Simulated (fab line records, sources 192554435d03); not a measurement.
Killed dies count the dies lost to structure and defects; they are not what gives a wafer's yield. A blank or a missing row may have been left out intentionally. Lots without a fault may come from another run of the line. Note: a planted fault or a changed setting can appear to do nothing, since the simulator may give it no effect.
8D (eight disciplines) problem report, filled in by code || flow n5_finfet || the parts of the form that need people (team, actions taken, sign-off) are left out

== 1. PROBLEM STATEMENT ==
N5_FIN_SAQP_COAT_49, run_length_s: mean 54.71 s over 1 wafer from 1 lot; wafers with no fault: 66.05 s, standard deviation 0.18. That puts it -63 standard deviations away from the usual mean.
The step: time 60 s, resist thk 100 nm.
First seen on wafer L800.1, day 4 09:54, on litho_track-03. At this step, 27 wafers from 9 lots have a number in the record. By rule, "out" or "out of limits" means more than 4 standard deviations away from the usual mean. The other wafers with a number count as sound.

== 2. WHAT THIS IS AND IS NOT ==
{"question": "which readings at this step", "is": "run_length_s, heater_power_total_W", "is not": "-"}
{"question": "which lots", "is": "L800", "is not": "L791, L792, L799, L806, L807, L808, L811, L813"}
{"question": "which wafers of those lots", "is": "L800.1", "is not": "L800.2, L800.4"}
{"question": "read on which tools", "is": "litho_track-03", "is not": "litho_track-02, litho_track-04"}
{"question": "when", "is": "from day 4 09:54", "is not": "up to then (11 sound wafers); but 15 sound wafers of L806, L807, L808, L811, L813 came after"}

== 3. SUSPECTS, AND WHAT RULES EACH OUT ==
Counting: a tool at a process step up to the reading stays a suspect if it ran every lot that is out. Sound lots after the first of them don't rule it out here, since some wafers of a struck lot are sound.
- rie_diel-06 at N5_PMOS_HMC_CHANNEL_EPI_STRIP_33 (strips in N2/H2): kept. It ran the lot that is out, L800 (day 4 05:42).
- rie_si-03 at N5_PMOS_HMC_CHANNEL_EPI_ETCH_38 (etches SiO2 in CF4, target depth 1.5 nm): kept. The lot that is out, L800, ran on it at day 4 06:01; the last sound lot it ran before that was L792, at day 2 06:06.
- pecvd-04 at N5_FIN_SAQP_PECVD_06 (deposits a-Si from SiH4/He, target thk 60 nm, time 48.1 s): kept. It ran the lot that is out, L800 (day 4 09:25).
- litho_track-03 at N5_FIN_SAQP_COAT_49 (time 60 s, resist thk 100 nm): kept. It ran the lot that is out, L800 (day 4 09:54). On those wafers its own readings are out: heater_power_total_W, run_length_s.
- Within rie_diel-06 at N5_PMOS_HMC_CHANNEL_EPI_STRIP_33: the wafers that are out ran in chamber 0; their sound lot-mates ran in chambers 1, 2.
- Within rie_si-03 at N5_PMOS_HMC_CHANNEL_EPI_ETCH_38: the wafers that are out ran in chamber 0; their sound lot-mates ran in chambers 1, 2.
Left after counting: rie_diel-06 at N5_PMOS_HMC_CHANNEL_EPI_STRIP_33, rie_si-03 at N5_PMOS_HMC_CHANNEL_EPI_ETCH_38, pecvd-04 at N5_FIN_SAQP_PECVD_06, litho_track-03 at N5_FIN_SAQP_COAT_49.

== 4. THE CAUSE (what the simulator had put in) ==
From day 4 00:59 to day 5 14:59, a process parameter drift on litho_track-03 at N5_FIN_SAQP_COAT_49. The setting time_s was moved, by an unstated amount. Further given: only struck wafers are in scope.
After counting, 4 suspects remain, this tool included.

== 5. THE EFFECT CHAIN, in route order ==
Each row: a reading whose mean over the struck wafers that have a number lies more than 3 standard deviations from the usual. Scope: only readings with a usual standard deviation given in the record; hours: median across lots of the time from each lot's start at the first step in this table that gives one to its start at this step; sigmas: change in usual standard deviations.
{"hours": 0, "step": "N5_FIN_SAQP_COAT_49", "reading": "heater_power_total_W", "usual": "500.5 W", "on struck wafers": 566.8, "change": "+66.3", "sigmas": "+39"}
{"hours": 0, "step": "N5_FIN_SAQP_COAT_49", "reading": "run_length_s", "usual": "66.05 s", "on struck wafers": 54.71, "change": -11.34, "sigmas": -63}
Process steps it contains:
- N5_FIN_SAQP_COAT_49: time 60 s, resist thk 100 nm.
Later measuring or inspecting steps at which every struck wafer that the step has a row for has a number for every such reading, and none has moved that far: N5_BEOL_M4_RC_MEAS_101.

== 6. HOW IT WOULD HAVE BEEN CAUGHT EARLIER ==
The fault began at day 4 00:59; the first out-of-limits reading in this record came at day 4 09:54, 9 hours later.
